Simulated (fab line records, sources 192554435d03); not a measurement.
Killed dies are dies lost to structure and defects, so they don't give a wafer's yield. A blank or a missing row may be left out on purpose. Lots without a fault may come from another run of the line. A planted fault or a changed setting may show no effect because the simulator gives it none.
Chamber matching | flow n5_finfet | N5_FIN_SAQP_MANDREL_ETCH_58 on rie_si-01: 4 sister chambers
The step etches a-Si in HBr/Cl2, stops on SiNx, target depth 45 nm, bt time 10 s, time 27 s. 24 wafers are shown with their chamber, then 12 later ones without.

WAFERS WITH THEIR CHAMBER
wafer  | chamber | drypump_motor_current_A (A) | throttle_valve_pct (%) | oes_product_au (a.u.)
L074.2 | 1       | 5.9                         | 35.66                  | 0.703
L074.5 | 0       | 5.8                         | 35.35                  | 0.716
L074.6 | 3       | 6.6                         | 35.28                  | 0.701
L081.3 | 2       | 5.9                         | 35.32                  | 0.708
L081.4 | 1       | 5.9                         | 35.67                  | 0.703
L081.5 | 2       | 5.9                         | 35.31                  | 0.703
L082.1 | 2       | 5.9                         | 35.31                  | 0.701
L082.2 | 1       | 5.9                         | 35.69                  | 0.693
L082.3 | 3       | 6.6                         | 35.31                  | 0.694
L082.4 | 0       | 5.8                         | 35.36                  | 0.704
L082.5 | 1       | 5.9                         | 35.66                  | 0.700
L082.6 | 0       | 5.8                         | 35.35                  | 0.704
L083.2 | 2       | 5.9                         | 35.30                  | 0.715
L083.5 | 3       | 6.6                         | 35.25                  | 0.719
L083.6 | 0       | 5.8                         | 35.35                  | 0.711
L085.1 | 3       | 6.6                         | 35.29                  | 0.705
L085.3 | 0       | 5.8                         | 35.38                  | 0.708
L085.4 | 1       | 5.9                         | 35.65                  | 0.707
L090.2 | 3       | 6.6                         | 35.29                  | 0.692
L090.4 | 0       | 5.8                         | 35.38                  | 0.707
L090.5 | 2       | 5.9                         | 35.30                  | 0.705
L091.2 | 2       | 6.0                         | 35.31                  | 0.712
L091.5 | 1       | 5.9                         | 35.65                  | 0.696
L091.6 | 0       | 5.8                         | 35.35                  | 0.709

SIGNATURES (means of the wafers above)
reading                 | chamber 0 | chamber 1 | chamber 2 | chamber 3 | scatter within a chamber
drypump_motor_current_A | 5.800     | 5.900     | 5.917     | 6.600     | 0.0204
throttle_valve_pct      | 35.3600   | 35.6633   | 35.3083   | 35.2840   | 0.0151
oes_product_au          | 0.70843   | 0.70033   | 0.70733   | 0.70220   | 0.0065
Rule: a wafer's distance from a chamber is the root of the sum, over the readings, of the square of ((its reading less the chamber's mean) divided by the reading's scatter). The wafer belongs to the nearest chamber; if the next one is less than 2 further off, it can't be placed. The scatter: the root of (the sum of the squares of (reading less its chamber's mean) over the shown wafers, divided by (wafers less chambers)).

WAFERS WITHOUT THEIR CHAMBER
wafer  | drypump_motor_current_A (A) | throttle_valve_pct (%) | oes_product_au (a.u.)
L094.1 | 5.8                         | 35.35                  | 0.711
L094.4 | 6.6                         | 35.31                  | 0.703
L094.5 | 5.8                         | 35.36                  | 0.714
L096.3 | 6.6                         | 35.30                  | 0.702
L096.4 | 5.9                         | 35.33                  | 0.713
L096.6 | 5.8                         | 35.36                  | 0.704
L097.1 | 5.8                         | 35.38                  | 0.702
L097.2 | 5.9                         | 35.68                  | 0.695
L097.3 | 6.6                         | 35.31                  | 0.699
L097.4 | 5.9                         | 35.29                  | 0.718
L097.5 | 6.6                         | 35.31                  | 0.694
L097.6 | 5.9                         | 35.30                  | 0.708

WHICH CHAMBER EACH WENT THROUGH
wafer  | from the rows above | in truth
L094.1 | 0                   | 0
L094.4 | 3                   | 3
L094.5 | 0                   | 0
L096.3 | 3                   | 3
L096.4 | 2                   | 2
L096.6 | 0                   | 0
L097.1 | 0                   | 0
L097.2 | 1                   | 1
L097.3 | 3                   | 3
L097.4 | 2                   | 2
L097.5 | 3                   | 3
L097.6 | 2                   | 2
Placed correctly: 12 of 12. Can't be placed from these rows: 0. Placed wrongly: 0.
